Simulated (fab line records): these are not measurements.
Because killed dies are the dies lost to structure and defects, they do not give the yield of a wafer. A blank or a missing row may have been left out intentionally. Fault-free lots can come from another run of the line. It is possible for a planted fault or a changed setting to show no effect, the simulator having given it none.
Which tool did it? + flow n5_finfet + 29 wafers from 10 lots sampled at 6 of the route's 1938 steps

== WHAT THE GAUGES SHOWED, per wafer ==
N5_BEOL_M4_RC_MEAS_101. Usual: DIBL_N 36.3 mV/V, standard deviation 2.2; DIBL_P 36.0 mV/V, standard deviation 2.4; IOFF_N 0.16 nA/um, standard deviation 0.042; IOFF_P 0.22 nA/um, standard deviation 0.041; ION_N 672 uA/um, standard deviation 14; ION_P 462 uA/um, standard deviation 7.9; SS_N 71.7 mV/dec, standard deviation 0.76; SS_P 73.3 mV/dec, standard deviation 0.72; VT_N 250 mV, standard deviation 3.6; VT_P -249 mV, standard deviation 3.
| lot  | measured     | on        | DIBL_N (mV/V)  | DIBL_P (mV/V)  | IOFF_N (nA/um) | IOFF_P (nA/um) | ION_N (uA/um) | ION_P (uA/um) | SS_N (mV/dec)  | SS_P (mV/dec)  | VT_N (mV)   | VT_P (mV)      | flag |
|------|--------------|-----------|----------------|----------------|----------------|----------------|---------------|---------------|----------------|----------------|-------------|----------------|------|
| L184 | day 10 04:07 | prober-01 | 38.3 35.6 37.6 | 37.9 33.7 35.8 | 0.18 0.14 0.15 | 0.26 0.19 0.23 | 672 668 663   | 471 458 464   | 72.0 71.0 72.1 | 73.9 72.3 73.1 | 250 254 253 | -249 -252 -248 |      |
| L183 | day 10 06:27 | prober-02 | 37.8 39.1 39.7 | 35.5 38.1 37.4 | 0.18 0.20 0.20 | 0.22 0.26 0.23 | 675 678 680   | 464 465 461   | 72.2 72.0 72.5 | 73.7 73.9 73.3 | 250 246 249 | -248 -249 -248 |      |
| L186 | day 11 12:07 | prober-02 | 36.8 35.6 35.8 | 36.9 35.2 34.2 | 0.16 0.14 0.12 | 0.25 0.22 0.20 | 674 661 643   | 469 463 445   | 72.6 71.7 72.1 | 73.8 73.7 73.2 | 249 252 255 | -247 -248 -250 |      |
| L190 | day 12 05:41 | prober-01 | 35.7 37.2      | 35.3 37.2      | 0.14 0.17      | 0.18 0.20      | 650 662       | 445 460       | 71.6 72.2      | 72.7 73.2      | 253 250     | -252 -251      |      |
| L189 | day 12 21:29 | prober-01 | 38.7 36.1 37.1 | 37.8 35.1 34.7 | 0.20 0.13 0.14 | 0.27 0.21 0.22 | 682 671 649   | 466 471 452   | 72.4 70.9 72.4 | 74.4 72.9 73.1 | 246 253 254 | -247 -249 -250 |      |
| L191 | day 13 06:53 | prober-01 | 35.3 35.4 38.4 | 33.0 32.8 37.0 | 0.13 0.14 0.21 | 0.18 0.19 0.25 | 679 667 696   | 469 457 479   | 70.9 71.1 71.5 | 73.2 73.2 73.8 | 254 252 247 | -253 -255 -248 |      |
| L192 | day 14 01:11 | prober-01 | 37.3 38.0 33.8 | 39.3 39.8 34.4 | 0.20 0.21 0.12 | 0.30 0.31 0.19 | 689 692 661   | 482 476 460   | 70.9 72.5 70.5 | 74.7 74.0 72.2 | 244 245 252 | -241 -244 -249 |      |
| L193 | day 14 04:23 | prober-02 | 36.8 36.5 36.3 | 37.1 38.0 37.4 | 0.18 0.20 0.18 | 0.24 0.26 0.23 | 679 706 692   | 464 483 467   | 72.0 71.7 71.8 | 73.5 73.3 73.1 | 247 243 248 | -248 -245 -246 |      |
| L195 | day 14 04:40 | prober-01 | 39.2 38.6 38.5 | 37.0 38.2 37.3 | 0.23 0.20 0.20 | 0.21 0.22 0.21 | 668 685 688   | 447 460 454   | 74.3 72.2 72.5 | 73.7 73.6 73.6 | 251 249 250 | -253 -251 -250 |      |
| L196 | day 14 21:55 | prober-02 | 36.6 34.5 33.8 | 36.4 35.3 34.7 | 0.15 0.13 0.11 | 0.18 0.18 0.16 | 655 664 657   | 445 459 453   | 72.2 70.8 70.8 | 73.0 72.3 72.7 | 253 251 255 | -253 -255 -252 |      |

N5_BEOL_M12_OCD_MEAS_35. Usual: trench_depth_nm 319 nm, standard deviation 5.3.
| lot  | measured     | on     | trench_depth_nm (nm) | flag |
|------|--------------|--------|----------------------|------|
| L184 | day 12 23:46 | ocd-02 | 316 323 324          |      |
| L183 | day 13 00:40 | ocd-02 | 317 312 309          |      |
| L186 | day 14 03:26 | ocd-02 | 331 314 327          |      |
| L190 | day 14 23:59 | ocd-01 | 318 310              |      |
| L189 | day 15 11:11 | ocd-02 | 321 320 322          |      |
| L191 | day 16 04:55 | ocd-01 | 319 313 323          |      |
| L192 | day 17 00:07 | ocd-02 | 319 318 319          |      |
| L193 | day 17 09:13 | ocd-01 | 324 325 328          |      |
| L195 | day 17 10:36 | ocd-02 | 321 324 326          |      |
| L196 | day 18 09:27 | ocd-01 | 319 314 317          |      |

N5_BEOL_M12_THK_MEAS_50: measures by xrf. Usual: M12_THK gives 322 nm (standard deviation 6.2).
| lot  | measured     | on            | M12_THK (nm) | flag |
|------|--------------|---------------|--------------|------|
| L184 | day 13 01:48 | film_metro-01 | 325 332 333  |      |
| L183 | day 13 02:11 | film_metro-02 | 323 322 318  |      |
| L186 | day 14 07:12 | film_metro-02 | 333 318 331  |      |
| L190 | day 15 01:45 | film_metro-01 | 322 312      |      |
| L189 | day 15 14:37 | film_metro-01 | 324 322 324  |      |
| L191 | day 16 08:03 | film_metro-02 | 317 316 323  |      |
| L192 | day 17 05:20 | film_metro-01 | 322 320 323  |      |
| L193 | day 17 12:59 | film_metro-01 | 324 325 329  |      |
| L195 | day 17 14:25 | film_metro-01 | 324 328 330  |      |
| L196 | day 18 20:07 | film_metro-01 | 329 323 325  |      |

N5_BEOL_M13_THK_MEAS_01. Usual: M13_ILD_THK gives 835 nm (standard deviation 11).
| lot  | measured     | on            | M13_ILD_THK (nm) | flag |
|------|--------------|---------------|------------------|------|
| L184 | day 13 02:08 | film_metro-01 | 830 849 837      |      |
| L183 | day 13 02:32 | film_metro-01 | 848 850 840      |      |
| L186 | day 14 07:32 | film_metro-01 | 820 825 828      |      |
| L190 | day 15 02:05 | film_metro-02 | 845 838          |      |
| L189 | day 15 14:58 | film_metro-01 | 837 833 852      |      |
| L191 | day 16 08:23 | film_metro-02 | 829 823 851      |      |
| L192 | day 17 05:42 | film_metro-01 | 832 850 838      |      |
| L193 | day 17 13:20 | film_metro-01 | 826 845 856      |      |
| L195 | day 17 14:45 | film_metro-02 | 829 840 838      |      |
| L196 | day 18 20:27 | film_metro-02 | 822 818 829      |      |

== WHICH TOOL RAN EACH LOT (tool, then ch and the chambers of the sampled wafers, then the start) ==
| lot  | N5_BEOL_M12_SPUTTER_44       | N5_BEOL_M12_CMP_49            |
|------|------------------------------|-------------------------------|
| L184 | pvd_sputter-01, day 13 00:50 | cmp-01 ch 1,3, day 13 01:30   |
| L183 | pvd_sputter-03, day 13 01:15 | cmp-03 ch 0,2,3, day 13 02:01 |
| L186 | pvd_sputter-03, day 14 06:16 | cmp-01 ch 2,3, day 14 06:56   |
| L190 | pvd_sputter-01, day 15 00:44 | cmp-03 ch 2,3, day 15 01:32   |
| L189 | pvd_sputter-01, day 15 13:38 | cmp-01 ch 1,2, day 15 14:19   |
| L191 | pvd_sputter-03, day 16 06:25 | cmp-03 ch 0,1,2, day 16 07:47 |
| L192 | pvd_sputter-01, day 17 04:08 | cmp-03 ch 2,3, day 17 05:02   |
| L193 | pvd_sputter-01, day 17 12:04 | cmp-01 ch 1,3, day 17 12:44   |
| L195 | pvd_sputter-01, day 17 13:29 | cmp-01 ch 1,2, day 17 14:07   |
| L196 | pvd_sputter-03, day 18 19:09 | cmp-01 ch 0,2, day 18 19:51   |
- N5_BEOL_M12_SPUTTER_44: material Ta, target thk 10 nm, time 16.13 s.
- N5_BEOL_M12_CMP_49: polishes, stops on SiOC, t overpolish 20.6 s, target thk 320 nm.

== AS READ BY THE TOOLS THEMSELVES (means over the sampled wafers that have a number; for cases with no such wafer, the mark the record gives instead) ==
N5_BEOL_M12_SPUTTER_44. Usual: bias_v 80.1 V, standard deviation 0.84; cathode_dc_power_W 15000 W, standard deviation 2.6; susceptor_temp_C 50.01 C, standard deviation 0.11; throttle_valve_pct 30.7 %, standard deviation 1.3.
| lot  | tool           | bias_v (V) | cathode_dc_power_W (W) | susceptor_temp_C (C) | throttle_valve_pct (%) | flag |
|------|----------------|------------|------------------------|----------------------|------------------------|------|
| L184 | pvd_sputter-01 | -          | -                      | -                    | -                      | OFF  |
| L183 | pvd_sputter-03 | -          | -                      | -                    | -                      | OFF  |
| L186 | pvd_sputter-03 | 79.2       | 15000                  | 49.89                | 28.5                   |      |
| L190 | pvd_sputter-01 | 80.0       | 14998                  | 50.05                | 31.9                   |      |
| L189 | pvd_sputter-01 | 79.7       | 15001                  | 50.05                | 31.5                   |      |
| L191 | pvd_sputter-03 | 80.7       | 15001                  | 50.04                | 29.4                   |      |
| L192 | pvd_sputter-01 | 81.0       | 14999                  | 50.11                | 31.2                   |      |
| L193 | pvd_sputter-01 | 80.4       | 15002                  | 49.88                | 31.2                   |      |
| L195 | pvd_sputter-01 | 80.0       | 15001                  | 50.03                | 31.7                   |      |
| L196 | pvd_sputter-03 | 80.5       | 14999                  | 49.86                | 29.5                   |      |

N5_BEOL_M12_CMP_49. Usual: barrier_field_endpoint_s 30.4 s, standard deviation 0.71; clearing_platen_down_force_psi 1.5000 psi, standard deviation 0.003; motor_current_A 6.0 A, standard deviation 0.71.
| lot  | tool   | barrier_field_endpoint_s (s) | clearing_platen_down_force_psi (psi) | motor_current_A (A) | flag |
|------|--------|------------------------------|--------------------------------------|---------------------|------|
| L184 | cmp-01 | 18.5                         | 1.4959                               | 6.1                 | OFF  |
| L183 | cmp-03 | 18.6                         | 1.5018                               | 6.2                 | OFF  |
| L186 | cmp-01 | 30.3                         | 1.4977                               | 6.3                 |      |
| L190 | cmp-03 | 31.2                         | 1.4986                               | 6.4                 |      |
| L189 | cmp-01 | 31.1                         | 1.4983                               | 6.3                 |      |
| L191 | cmp-03 | 29.7                         | 1.4987                               | 5.2                 |      |
| L192 | cmp-03 | 30.9                         | 1.5004                               | 6.0                 |      |
| L193 | cmp-01 | 30.0                         | 1.5004                               | 6.4                 |      |
| L195 | cmp-01 | 30.2                         | 1.5039                               | 6.0                 |      |
| L196 | cmp-01 | 31.4                         | 1.4996                               | 6.5                 |      |

== THE ANSWER, worked out from the rows above alone ==
Rule: lot off if the mean of its wafers having a number is beyond 3 standard deviations from the usual mean. A lot without any number at a reading at which 4 lots or more have one is off too. Any other lot the step has rows for is counted as sound. After the gauges, taken in route order, come the tools' own readings; for these a lot's mean is taken, as printed above. The first step at which some lot is off is used, and at that step the reading that is off furthest; a lot without a number counts as furthest.
Off: L184, L183 (N5_BEOL_M12_SPUTTER_44, bias_v). Without a number there: L184, L183.
If a tool, at that step or one of the process steps before it, ran each lot that is off and ran no sound lot following the first of them, it fits. Of those tried, none fits.

== WHAT WAS PUT IN BY THE SIMULATOR ==
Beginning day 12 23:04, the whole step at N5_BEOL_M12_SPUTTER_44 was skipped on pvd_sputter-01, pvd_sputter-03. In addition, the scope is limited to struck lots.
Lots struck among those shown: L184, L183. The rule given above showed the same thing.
